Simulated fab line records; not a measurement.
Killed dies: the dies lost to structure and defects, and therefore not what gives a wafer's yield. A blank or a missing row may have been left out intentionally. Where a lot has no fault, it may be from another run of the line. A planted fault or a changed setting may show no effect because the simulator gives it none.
fab line records	flow nandHarc
record: lots: 14	wafers: 40	lastDay: 34
route steps=1302 shown A_ONON_D1@447 A_CHANNEL_HOLE_D1@451 END@1302
lots untouched by any fault: they come from a run of this same line in which no faults occurred
startH: start of the lot's first displayed wafer, in hours after the record's first day	waitH: hours from the lot's prior step to this one	" as in the row above	L1.1+2: a single row standing in for several wafers	- value missing, or start not given	* or withheld: withheld	< > ~ a bound
route shown NAME@n: names a module that has steps shown in the file, with the first one's number in the route	usual: the fault-free wafers' mean and standard deviation	same: alike in all rows	chamber/n: place in a boat	sites: the reading at each site	_std_site: their standard deviation	_edge_site: inner sites' mean taken away from outer sites' mean	radiusMm: for every site, how far away it sits from the centre of the wafer	mask NAME#n: copy n	behind: tool/chamber where the wafer was last shaped	hold: cause of the lot's hold/its duration in hours/its outcome	device: the n, p or np transistor that did not switch	end of line: the route-end tests of the same wafers	a step without rows: its recipe alone	killed: not the wafer's yield, but the dies lost to structure and defects at the first sort	map: a wafer's dies, x killed, . not, _ none there
set.NAME: the setting that was run; set.NAME@STEP: the one run at that earlier step	model.NAME: the simulator's own value behind a step, which no gauge read
one table for each step of the route and one row for each wafer, over a sample of lots
services: when a tool's chamber went out of use (startH, in hours from the record's first day, below 0 if earlier), for how many hours, and the reason
== steps ==
step: NHARC_A_ONON_D1_THK_MEAS_34
recipe: thkMeasGauge: ellipsometry
usual: thkNm: 200/3.1
lot.wafer	tool	chamber	startH	waitH	thkNm
L298.2	filmMetro-02	-	190.06	-	199
L298.3	"	-	"	"	199
L298.4	"	-	"	"	200
L297.4	filmMetro-02	-	204.52	-	205
L297.5	"	-	"	"	207
L297.6	"	-	"	"	206
L301.1	filmMetro-01	-	217.44	-	202
L301.4	"	-	"	"	204
L301.6	"	-	"	"	207
L302.1	filmMetro-02	-	224.45	-	193
L302.4	"	-	"	"	199
L302.5	"	-	"	"	200
L303.4	filmMetro-02	-	234.01	-	203
L303.5	"	-	"	"	205
L303.6	"	-	"	"	200
L304.3	filmMetro-02	-	247.25	-	198
L304.4	"	-	"	"	199
L304.6	"	-	"	"	200
L306.2	filmMetro-01	-	260.03	-	198
L306.5	"	-	"	"	200
L306.6	"	-	"	"	199
L305.2	filmMetro-02	-	260.04	-	199
L305.4	"	-	"	"	200
L305.5	"	-	"	"	202
L308.3	filmMetro-02	-	284.23	-	201
L308.5	"	-	"	"	201
L308.6	"	-	"	"	203
L309.1	filmMetro-02	-	294.76	-	197
L309.4	"	-	"	"	199
L309.6	"	-	"	"	200
L310.2	filmMetro-02	-	325.20	-	192
L310.5	"	-	"	"	194
L310.6	"	-	"	"	199
L318.4	filmMetro-01	-	386.74	-	203
L318.6	"	-	"	"	208
L319.4	filmMetro-02	-	394.15	-	206
L319.6	"	-	"	"	201
L320.1	filmMetro-02	-	404.07	-	197
L320.4	"	-	"	"	203
L320.6	"	-	"	"	202
step: NHARC_A_CHANNEL_HOLE_D1_DEP_01
recipe: targetThkA: 1400	targetThkNm: 140	tempC: 400	pressureTorr: 3.5	flowSccm: 200	rfW: 350	material: SiON
usual: heaterPowerW: 780/100	showerheadVppV: 1137/56
lot.wafer	tool	chamber	startH	waitH	heaterPowerW	showerheadVppV
L298.2	pecvd-02	0	193.22	1.3	625	1227
L298.3	"	2	"	"	745	1099
L298.4	"	0	"	"	639	1236
L297.4	pecvd-01	1	208.51	0.7	891	1083
L297.5	"	2	"	"	732	1153
L297.6	"	0	"	"	766	1062
L301.1	pecvd-02	0	219.76	1.9	676	1206
L301.6	"	0	"	"	667	1216
L301.4	"	1	"	"	728	1149
L302.1	pecvd-04	0	226.58	1.7	732	1095
L302.4	"	1	"	"	788	1122
L302.5	"	0	"	"	756	1107
L303.6	pecvd-04	1	236.14	0.1	714	1125
L303.5	"	2	"	"	962	1221
L303.4	"	0	"	"	757	1088
L304.3	pecvd-02	1	256.21	1.0	696	1105
L304.6	"	0	"	"	714	1216
L304.4	"	1	"	"	702	1147
L306.2	pecvd-02	2	263.86	1.3	822	1126
L306.6	"	1	"	"	713	1136
L306.5	"	2	"	"	806	1089
L305.2	pecvd-02	1	264.28	1.3	708	1118
L305.4	"	1	"	"	726	1131
L305.5	"	0	"	"	652	1196
L308.3	pecvd-04	0	288.75	1.0	692	1093
L308.5	"	0	"	"	663	1098
L308.6	"	1	"	"	841	1106
L309.1	pecvd-04	1	297.35	1.6	816	1141
L309.6	"	1	"	"	774	1103
L309.4	"	2	"	"	1013	1239
L310.2	pecvd-04	1	327.41	1.3	754	1111
L310.6	"	1	"	"	752	1115
L310.5	"	2	"	"	1001	1240
L318.4	pecvd-02	1	388.86	0.7	732	1151
L318.6	"	0	"	"	612	1194
L319.4	pecvd-02	2	399.36	0.7	834	1116
L319.6	"	0	"	"	696	1199
L320.1	pecvd-02	0	407.37	1.6	694	1186
L320.4	"	2	"	"	699	1113
L320.6	"	2	"	"	706	1107
step: NHARC_A_CHANNEL_HOLE_D1_OVL_MEAS_11
usual: overlayXNm: 0.0/0.86	overlayYNm: 0.4/0.71
lot.wafer	tool	chamber	startH	waitH	overlayXNm	overlayYNm
L298.2	overlay-01	-	194.03	-	-1.5	0.5
L298.3	"	-	"	"	-1.7	0.5
L298.4	"	-	"	"	-1.4	0.4
L297.4	overlay-02	-	209.24	-	-0.2	-1.0
L297.5	"	-	"	"	-0.7	-1.5
L297.6	"	-	"	"	0.1	-0.7
L301.1	overlay-02	-	220.45	-	-1.8	1.0
L301.4	"	-	"	"	-1.1	1.1
L301.6	"	-	"	"	-1.5	0.8
L302.1	overlay-02	-	227.21	-	-0.9	0.1
L302.4	"	-	"	"	0.2	0.5
L302.5	"	-	"	"	-0.8	0.3
L303.4	overlay-01	-	236.87	-	-0.9	-0.1
L303.5	"	-	"	"	-0.9	0.2
L303.6	"	-	"	"	-0.7	0.0
L304.3	overlay-01	-	256.96	-	0.0	0.0
L304.4	"	-	"	"	-0.1	-0.1
L304.6	"	-	"	"	-0.1	-0.2
L306.2	overlay-02	-	264.64	-	0.3	-0.8
L306.5	"	-	"	"	0.7	-0.1
L306.6	"	-	"	"	0.6	-0.7
L305.2	overlay-02	-	265.12	-	1.5	0.5
L305.4	"	-	"	"	1.4	0.4
L305.5	"	-	"	"	1.5	0.4
L308.3	overlay-01	-	289.56	-	-0.2	1.0
L308.5	"	-	"	"	-0.1	0.5
L308.6	"	-	"	"	0.3	1.4
L309.1	overlay-02	-	298.03	-	-0.5	-0.1
L309.4	"	-	"	"	0.9	0.0
L309.6	"	-	"	"	0.1	0.3
L310.2	overlay-02	-	328.27	-	1.2	1.2
L310.5	"	-	"	"	1.1	0.9
L310.6	"	-	"	"	1.1	1.2
L318.4	overlay-01	-	389.58	-	-0.8	-0.2
L318.6	"	-	"	"	-1.2	-0.5
L319.4	overlay-01	-	400.08	-	0.7	0.6
L319.6	"	-	"	"	-0.2	0.7
L320.1	overlay-02	-	408.10	-	0.7	-0.2
L320.4	"	-	"	"	1.1	0.2
L320.6	"	-	"	"	1.1	-0.3
step: NHARC_A_CHANNEL_HOLE_D1_ETCH_38
recipe: targetDepthA: 390	overEtchFrac: 0.3	timeS: 65	ionEnergyEv: 80	cf4FlowSccm: 150	arFlowSccm: 0	rfW: 300	biasW: 100	chemistry: CF4
usual: drypumpMotorCurrentA: 6.0/0.31	oesProductAu: 0.999/0.0092	rfVppV: 151.0/1.2	showerheadPlenumPTorr: 1.75/0.073	throttleValvePct: 13.283/0.0091
same: overEtchFrac: 0.3
lot.wafer	tool	chamber	startH	waitH	drypumpMotorCurrentA	oesProductAu	rfHoursCounterH	rfVppV	showerheadPlenumPTorr	throttleValvePct
L298.2	rieDiel-09	3	194.21	0.1	6.3	1.010	3	150.0	1.67	13.281
L298.3	"	0	"	"	5.8	1.004	3	151.1	1.71	13.295
L298.4	"	2	"	"	6.5	1.000	3	151.8	1.84	13.277
L297.4	rieDiel-09	1	209.43	0.1	6.0	1.010	4	151.1	1.84	13.286
L297.5	"	3	"	"	6.3	0.997	-	150.4	1.67	13.295
L297.6	"	0	"	"	5.7	0.978	-	150.5	1.71	13.286
L301.1	rieDiel-09	2	220.63	0.1	6.5	0.997	5	151.8	1.84	13.288
L301.4	"	0	"	"	5.7	0.994	6	150.4	1.71	13.285
L301.6	"	1	"	"	6.0	1.002	-	153.5	1.84	13.292
L302.4	rieDiel-09	3	227.40	0.1	6.3	1.004	6	149.9	1.67	13.275
L302.1	"	1	"	"	6.0	1.012	5	154.0	1.84	13.284
L302.5	"	3	"	"	6.3	1.013	-	150.4	1.67	13.295
L303.4	rieDiel-02	3	237.07	0.1	6.0	0.990	4	150.0	1.68	13.271
L303.6	"	0	"	"	5.9	0.997	-	149.2	1.68	13.283
L303.5	"	1	"	"	5.8	0.996	-	150.5	1.71	13.291
L304.4	rieDiel-09	3	257.14	0.1	6.3	1.003	8	149.4	1.67	13.277
L304.3	"	2	"	"	6.5	1.012	7	151.2	1.84	13.287
L304.6	"	0	"	"	5.7	1.011	-	150.5	1.71	13.273
L306.2	rieDiel-09	1	264.82	0.1	6.0	1.004	8	152.8	1.84	13.292
L306.6	"	1	"	"	6.0	1.003	-	151.7	1.84	13.269
L306.5	"	2	"	"	6.5	0.994	-	152.3	1.83	13.286
L305.2	rieDiel-02	2	265.30	0.1	6.1	1.010	13	152.2	1.79	13.301
L305.4	"	1	"	"	5.8	1.003	15	151.1	1.71	13.278
L305.5	"	2	"	"	6.1	0.997	-	150.9	1.79	13.273
L308.3	rieDiel-02	3	289.75	0.1	6.1	0.991	17	150.8	1.68	13.300
L308.5	"	1	"	"	5.8	1.005	-	151.4	1.71	13.300
L308.6	"	2	"	"	6.1	1.013	-	151.1	1.79	13.281
L309.4	rieDiel-09	2	298.21	0.1	6.5	1.015	11	151.3	1.83	13.282
L309.1	"	0	"	"	5.7	0.991	13	150.9	1.71	13.283
L309.6	"	3	"	"	6.3	1.012	-	150.6	1.67	13.280
L310.2	rieDiel-06	3	328.57	0.2	5.8	1.015	3	153.0	1.91	13.291
L310.5	"	2	"	"	6.2	0.978	-	149.0	1.71	13.286
L310.6	"	3	"	"	5.8	1.007	-	153.6	1.91	13.285
L318.4	rieDiel-09	0	389.76	0.1	5.7	0.814	6	149.5	1.71	13.281
L318.6	"	0	"	"	5.7	0.996	-	151.6	1.71	13.269
L319.4	rieDiel-09	3	400.28	0.1	6.3	0.827	6	149.1	1.66	13.292
L319.6	"	1	"	"	6.0	0.995	-	151.5	1.84	13.286
L320.1	rieDiel-09	0	408.31	0.1	5.7	0.993	7	151.2	1.71	13.290
L320.6	"	2	"	"	6.5	0.987	-	152.3	1.83	13.274
L320.4	"	0	"	"	5.7	0.816	-	149.2	1.71	13.283
step: NHARC_END_SORT_01
recipe: tempC: 25
usual: killedAtArray: 58/20	killedAtOther: 0.8/1	killedAtPeriphery: 4.6/2.8	killedDies: 63/19	killedOpen: 3.4/2	killedShort: 2.4/1.8
same: grossDies: 677
lot.wafer	tool	chamber	startH	waitH	killedAtArray	killedAtOther	killedAtPeriphery	killedDies	killedOpen	killedShort
L297.4	prober-01	0	582.67	3.4	54	1	6	61	4	0
L297.5	prober-01	0	583.48	3.7	63	0	4	67	1	7
L297.6	prober-01	0	584.28	4.0	42	0	7	49	3	2
L303.4	prober-01	0	624.47	3.4	82	0	7	89	1	3
L303.5	prober-01	0	625.27	3.7	43	0	7	50	2	2
L303.6	prober-01	0	626.07	4.0	65	0	6	71	3	1
L308.3	prober-02	0	680.66	3.1	51	0	9	60	3	3
L308.5	prober-02	0	682.26	3.7	51	0	2	53	3	3
L308.6	prober-02	0	683.07	4.0	46	0	9	55	3	4
L318.4	prober-02	0	777.56	3.4	429	0	9	438	5	4
L318.6	prober-02	0	779.17	4.0	49	0	7	56	4	6
L320.1	prober-01	0	801.57	2.5	60	1	2	63	2	1
L320.4	prober-01	0	803.99	3.4	427	0	3	430	7	1
L320.6	prober-01	0	805.60	4.0	82	0	4	86	6	0
L319.4	prober-02	0	804.01	3.4	491	2	6	499	4	6
L319.6	prober-02	0	805.61	4.0	72	0	7	79	2	2
killed by level:class
L297.4 A_CHANNEL_HOLE_D1:chamberFilmFlake=35 A_CHANNEL_HOLE_D2:chamberFilmFlake=10 P_STI:chamberFilmFlake=2 P_GATE:chamberFilmFlake=2 P_M1:geometricParticle:open=1 A_DECK1_JOINT:geometricParticle:open=1 A_CHANNEL_FILL_D2:geometricParticle:open=1 A_BLC:geometricParticle:open=1
L297.5 A_CHANNEL_HOLE_D1:chamberFilmFlake=35 A_CHANNEL_HOLE_D2:chamberFilmFlake=11 A_ONON_D1:geometricParticle:short=3 A_ONON_D2:geometricParticle:short=3 A_SLIT:chamberFilmFlake=3 A_WL_FILL:chamberFilmFlake=3 P_STI:chamberFilmFlake=2 A_STAIRCASE:chamberFilmFlake=2
L297.6 A_CHANNEL_HOLE_D1:chamberFilmFlake=21 A_CHANNEL_HOLE_D2:chamberFilmFlake=8 P_STI:chamberFilmFlake=3 A_STAIRCASE:chamberFilmFlake=3 A_WL_FILL:chamberFilmFlake=2 P_M1:geometricParticle:open=2 A_SLIT:chamberFilmFlake=2 A_SOURCE_PLATE:geometricParticle:open=1
L303.4 A_SLIT:chamberFilmFlake=34 A_CHANNEL_HOLE_D1:chamberFilmFlake=28 A_CHANNEL_HOLE_D2:chamberFilmFlake=9 P_STI:chamberFilmFlake=5 A_CONTACT:chamberFilmFlake=5 P_GATE:chamberFilmFlake=2 A_ONON_D1:geometricParticle:short=1 A_ONON_D1:geometricParticle:open=1
L303.5 A_CHANNEL_HOLE_D1:chamberFilmFlake=17 A_SLIT:chamberFilmFlake=14 P_STI:chamberFilmFlake=5 A_CHANNEL_FILL_D1:chamberFilmFlake=3 A_STAIRCASE:chamberFilmFlake=2 A_CONTACT:chamberFilmFlake=2 A_CHANNEL_FILL_D1:geometricParticle:short=1 A_ONON_D2:geometricParticle:open=1
L303.6 A_CHANNEL_HOLE_D1:chamberFilmFlake=25 A_SLIT:chamberFilmFlake=24 A_CHANNEL_HOLE_D2:chamberFilmFlake=8 P_STI:chamberFilmFlake=6 A_CONTACT:chamberFilmFlake=3 A_ONON_D1:geometricParticle:open=1 A_CHANNEL_HOLE_D1:geometricParticle:open=1 A_DECK1_JOINT:geometricParticle:open=1
L308.3 A_SLIT:chamberFilmFlake=30 A_CHANNEL_HOLE_D1:chamberFilmFlake=6 A_CONTACT:chamberFilmFlake=5 P_M2:chamberFilmFlake=4 A_STAIRCASE:chamberFilmFlake=4 A_CHANNEL_FILL_D2:geometricParticle:short=2 P_GATE:chamberFilmFlake=2 P_CONTACT:geometricParticle:short=1
L308.5 A_SLIT:chamberFilmFlake=32 A_CONTACT:chamberFilmFlake=6 A_CHANNEL_HOLE_D1:chamberFilmFlake=4 P_M2:chamberFilmFlake=2 A_CHANNEL_FILL_D1:geometricParticle:short=1 A_CHANNEL_HOLE_D2:geometricParticle:open=1 A_CHANNEL_FILL_D2:geometricParticle:open=1 A_SGD_CUT:geometricParticle:short=1
L308.6 A_SLIT:chamberFilmFlake=31 P_M2:chamberFilmFlake=6 A_CONTACT:chamberFilmFlake=4 A_CHANNEL_HOLE_D1:chamberFilmFlake=3 A_STAIRCASE:chamberFilmFlake=2 P_GATE:geometricParticle:short=1 P_M0:geometricParticle:short=1 A_ONON_D2:geometricParticle:open=1
L318.4 A_CHANNEL_HOLE_D1:areaEtch=368 A_CHANNEL_HOLE_D2:chamberFilmFlake=29 A_SLIT:chamberFilmFlake=9 A_CONTACT:chamberFilmFlake=7 P_GATE:chamberFilmFlake=5 A_CHANNEL_HOLE_D1:chamberFilmFlake=3 A_WL_FILL:geometricParticle:open=2 A_M0:geometricParticle:short=2
L318.6 A_CHANNEL_HOLE_D2:chamberFilmFlake=16 A_SLIT:chamberFilmFlake=6 A_CHANNEL_HOLE_D1:unspecified=5 A_CONTACT:chamberFilmFlake=5 P_GATE:chamberFilmFlake=4 A_BONDPAD:chamberFilmFlake=3 A_ONON_D1:geometricParticle:short=2 A_SGD_CUT:geometricParticle:open=2
L320.1 A_SLIT:chamberFilmFlake=27 A_CHANNEL_HOLE_D2:chamberFilmFlake=15 A_CHANNEL_HOLE_D1:chamberFilmFlake=9 A_CONTACT:chamberFilmFlake=7 P_M1:geometricParticle:short=1 A_ONON_D1:geometricParticle:open=1 A_CHANNEL_FILL_D1:geometricParticle:open=1 P_ZERO_WELL:chamberFilmFlake=1
L320.4 A_CHANNEL_HOLE_D1:areaEtch=354 A_CHANNEL_HOLE_D2:chamberFilmFlake=24 A_SLIT:chamberFilmFlake=20 A_CHANNEL_HOLE_D1:chamberFilmFlake=11 A_CONTACT:chamberFilmFlake=7 A_STAIRCASE:chamberFilmFlake=3 P_CONTACT:geometricParticle:open=2 A_CHANNEL_FILL_D1:geometricParticle:open=2
L319.4 A_CHANNEL_HOLE_D1:areaEtch=420 A_CHANNEL_HOLE_D2:chamberFilmFlake=24 A_SLIT:chamberFilmFlake=22 A_CHANNEL_HOLE_D1:chamberFilmFlake=9 P_BONDPAD:chamberFilmFlake=5 A_WL_FILL:chamberFilmFlake=4 A_SOURCE_PLATE:geometricParticle:short=2 A_DECK1_JOINT:geometricParticle:short=2
L320.6 A_CHANNEL_HOLE_D2:chamberFilmFlake=25 A_SLIT:chamberFilmFlake=22 A_CHANNEL_HOLE_D1:chamberFilmFlake=21 A_CONTACT:chamberFilmFlake=8 A_WL_FILL:geometricParticle:open=2 P_ZERO_WELL:chamberFilmFlake=2 P_M0:geometricParticle:open=1 A_CHANNEL_HOLE_D2:geometricParticle:open=1
L319.6 A_CHANNEL_HOLE_D2:chamberFilmFlake=26 A_SLIT:chamberFilmFlake=21 A_CHANNEL_HOLE_D1:chamberFilmFlake=15 P_BONDPAD:chamberFilmFlake=5 A_DECK1_JOINT:chamberFilmFlake=3 A_CONTACT:geometricParticle:open=2 A_STAIRCASE:chamberFilmFlake=2 A_WL_FILL:chamberFilmFlake=2
== services ==
tool	chamber	startH	hours	kind
rieDiel-09	0	176.67	-	clean
rieDiel-09	1	176.67	-	clean
rieDiel-09	2	176.67	-	clean
rieDiel-09	3	176.67	-	clean
pecvd-01	-	179.51	1.4	repair
rieDiel-02	3	198.51	4.3	repair
rieDiel-09	0	201.17	-	clean
rieDiel-02	-	216.77	9.0	pm
pecvd-02	-	227.40	13.0	pm
rieDiel-09	1	251.16	3.1	repair
pecvd-04	-	269.00	13.0	pm
rieDiel-06	1	276.71	102.2	repair
rieDiel-09	2	306.85	2.8	repair
rieDiel-06	-	308.34	9.0	pm
pecvd-01	-	311.18	13.0	pm
rieDiel-09	-	320.17	9.0	pm
pecvd-02	-	328.18	1.4	repair
pecvd-01	-	329.90	0.8	repair
rieDiel-02	3	334.95	6.6	repair
rieDiel-09	2	339.67	7.1	repair
rieDiel-02	-	393.77	9.0	pm
pecvd-04	-	403.19	1.4	repair
pecvd-02	1	405.17	5.9	repair
rieDiel-09	3	406.60	12.5	repair
== key ==
firstSign: step: NHARC_A_CHANNEL_HOLE_D1_ETCH_38	reading: oesProductAu	direction: down	sigmas: 20	usual: 0.999	struck: 0.819
effect: step: NHARC_END_SORT_01	reading: killedDies	direction: up	sigmas: 20	usual: 63	struck: 456
moreKillsBornAt: NHARC_A_CHANNEL_HOLE_D1_ETCH_38@rieDiel-09: 1142
metAt NHARC_A_CHANNEL_HOLE_D1_ETCH_38
struckLots L318,L319,L320
struckWafers L318.4,L319.4,L320.4
laterRowsLeftOut L318.4,L319.4,L320.4
testerLeftOut L318,L319,L320
notActingAt NHARC_A_ONON_D1_THK_MEAS_34,NHARC_A_CHANNEL_HOLE_D1_DEP_01,NHARC_A_CHANNEL_HOLE_D1_OVL_MEAS_11
onsetBetween 298.21 389.76
fault: kind: processParameterDrift	tool: rieDiel-09	chamber: -	onsetH: 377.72	steps: NHARC_A_CHANNEL_HOLE_D1_ETCH_38	channel: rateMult	offset: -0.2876	shape: step	endH: 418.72	scope: struckWafersOnly
testerLeftOut: of these lots the tester's yield and bins aren't shown, on N5 and GAA mostly nor the transistor test; their killed dies are dies lost to structure and defects alone, not to doping, threshold or leakage, so they don't give the yield
laterRowsLeftOut: the simulator's readings of these wafers behind a module that went badly wrong aren't trusted and aren't shown, but for the sort
